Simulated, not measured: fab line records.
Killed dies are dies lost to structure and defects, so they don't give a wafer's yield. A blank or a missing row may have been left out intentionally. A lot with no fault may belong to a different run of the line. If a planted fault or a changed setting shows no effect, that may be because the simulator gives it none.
Which tool is to blame? / flow n5 finfet / 32 wafers sampled from 11 lots at 1 step of a route of 1938

WHAT EACH GAUGE READ, for each wafer
N5_BEOL_M5_INSPECT_30: inspects for defects (brightfield). Usual: 397 for raw defect count, sd 85.
lot=L196; measured=day 8 00:05; on=defect inspect-01; raw defect count=450 281 464; flag=
lot=L197; measured=day 8 05:53; on=defect inspect-02; raw defect count=367 415 250; flag=
lot=L198; measured=day 8 19:21; on=defect inspect-01; raw defect count=457 482; flag=
lot=L199; measured=day 9 00:23; on=defect inspect-02; raw defect count=343 373 436; flag=
lot=L201; measured=day 9 07:22; on=defect inspect-02; raw defect count=386 544 496; flag=
lot=L208; measured=day 11 23:06; on=defect inspect-01; raw defect count=386 328 480; flag=
lot=L209; measured=day 12 01:43; on=defect inspect-01; raw defect count=331 503 444; flag=
lot=L213; measured=day 13 01:42; on=defect inspect-02; raw defect count=482 553 373; flag=
lot=L216; measured=day 14 03:56; on=defect inspect-01; raw defect count=408 449 410; flag=
lot=L218; measured=day 14 04:17; on=defect inspect-02; raw defect count=318 348 320; flag=
lot=L219; measured=day 14 13:24; on=defect inspect-01; raw defect count=454 409 293; flag=

EACH LOT AND THE TOOL THAT RAN IT (in order: tool; ch and the chambers of the sampled wafers; start)
No process step before these readings appears in the record.

WHAT THE TOOLS THEMSELVES READ (means of the sampled wafers that have a number; where no wafer has one, the mark that the record gives instead)
The record holds no such reading with a usual standard deviation.

THE ANSWER, worked out from the rows above alone
Rule: take the mean of a lot's wafers that have a number; if it is more than 3 standard deviations from the usual mean, the lot is off. A lot without any number at a reading at which 4 lots or more have one is off too. The other lots that the step has rows for count as sound. The gauges are gone through in route order, then the tools' own readings, and for those a lot's mean is taken as printed above. The first step at which some lot is off is used, and at that step the reading that is off furthest; a lot without a number counts as furthest.
No lot is off on any of the readings shown, so nothing can be concluded from this.

WHAT WAS PUT IN BY THE SIMULATOR
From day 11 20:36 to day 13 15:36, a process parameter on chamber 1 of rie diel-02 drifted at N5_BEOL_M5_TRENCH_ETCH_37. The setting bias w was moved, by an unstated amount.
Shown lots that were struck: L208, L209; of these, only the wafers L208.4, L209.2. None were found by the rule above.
